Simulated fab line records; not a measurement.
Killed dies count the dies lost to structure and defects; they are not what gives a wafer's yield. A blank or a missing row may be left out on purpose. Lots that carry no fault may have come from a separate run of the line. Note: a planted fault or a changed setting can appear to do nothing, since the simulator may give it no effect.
The same fault as seen by 3 desks | flow nand_harc | each desk has only its own numbers; what lay behind them comes last

== THE DEFECT DESK ==
For each lot, the counts of the inspections along the route, averaged over the sampled wafers that have a number. Any lot whose mean is over 4 standard deviations away from the usual mean is out of limits and marked OUT; that distance is given in the brackets.
Columns: A = raw_defect_count at NHARC_P_CONTACT_INSPECT_27, usual 244
lot  | first seen here | A
L683 | day 6 11:27     | 296
L684 | day 7 01:28     | 156
L685 | day 7 04:21     | 284
L686 | day 7 11:46     | 181
L687 | day 8 04:42     | 221
L690 | day 9 09:29     | 273
L691 | day 9 15:13     | 224
L693 | day 10 17:55    | 361
L694 | day 11 03:28    | 224
L699 | day 12 23:21    | 2319 (+21) OUT
L700 | day 13 13:34    | 2465 (+22) OUT
L705 | day 15 11:50    | 229
This desk's finding: out of limits on L699, L700; first on L699, day 12 23:21 (raw_defect_count at NHARC_P_CONTACT_INSPECT_27). Within limits: L683, L684, L685, L686, L687, L690, L691, L693, L694, L705.

== AT THE METROLOGY DESK ==
Lot by lot, what the gauges showed, no matter which tool ran the lot: averages of those sampled wafers that carry a number. Any lot whose mean is over 4 standard deviations away from the usual mean is out of limits and marked OUT; that distance is given in the brackets.
Columns: A = overlay_x_nm at NHARC_P_CONTACT_OVL_MEAS_13, usual -0.1 nm; B = overlay_y_nm at NHARC_P_CONTACT_OVL_MEAS_13, usual -0.1 nm
lot  | first seen here | A    | B
L683 | day 6 08:17     | -0.2 | 1.0
L684 | day 6 22:17     | 0.6  | -0.5
L685 | day 7 01:07     | -0.2 | -0.4
L686 | day 7 08:34     | 0.1  | -0.6
L687 | day 8 01:31     | 0.1  | 1.0
L690 | day 9 06:17     | 1.3  | 0.3
L691 | day 9 12:02     | -1.8 | 1.3
L693 | day 10 14:44    | -0.2 | -0.2
L694 | day 11 00:10    | 0.2  | -0.9
L699 | day 12 20:11    | 0.5  | -1.3
L700 | day 13 10:23    | 0.4  | 0.0
L705 | day 15 08:30    | -0.2 | 0.1
Result from this desk: across the 12 lots, nothing is out of limits.

== AT THE TOOL OWNER'S DESK: cmp-04 ==
The tool's own readings at NHARC_P_CONTACT_CMP_24 (polishes, t overpolish 30 s, target thk 200 nm): means of the sampled wafers that have a number, for each lot that ran on this tool. Any lot whose mean is over 4 standard deviations away from the usual mean is out of limits and marked OUT; that distance is given in the brackets.
Columns: A = edge_zone_pressure_frac at NHARC_P_CONTACT_CMP_24, usual 0.999; B = motor_current_A at NHARC_P_CONTACT_CMP_24, usual 12.0 A; C = overpolish_run_s at NHARC_P_CONTACT_CMP_24, usual 30.000 s; D = time_to_endpoint_s at NHARC_P_CONTACT_CMP_24, usual 40.3 s
lot  | first seen here | A     | B    | C      | D
L683 | day 6 11:05     | 0.999 | 11.2 | 30.000 | 41.6
L691 | day 9 14:49     | 1.000 | 11.0 | 29.987 | 37.4
L693 | day 10 17:34    | 0.999 | 10.6 | 29.996 | 38.0
Result from this desk: across the 3 lots, nothing is out of limits.

== TAKEN TOGETHER ==
The defect desk could have raised an alarm at day 12 23:21, on L699, L700.
From the metrology desk's view, nothing was out of limits.
Nothing out of limits was seen by the tool owner's desk.
The metrology desk holds a record of L699, L700, inside its limits.
The tool owner's desk has no number on record for L699, L700.
Every lot named ran NHARC_P_CONTACT_CMP_24 on cmp-04.

== WHAT THE SIMULATOR HAD PUT IN ==
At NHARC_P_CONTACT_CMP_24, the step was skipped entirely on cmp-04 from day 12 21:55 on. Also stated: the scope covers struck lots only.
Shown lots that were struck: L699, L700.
Hours from the fault's start to each desk's first reading out of limits: the defect desk, 1.
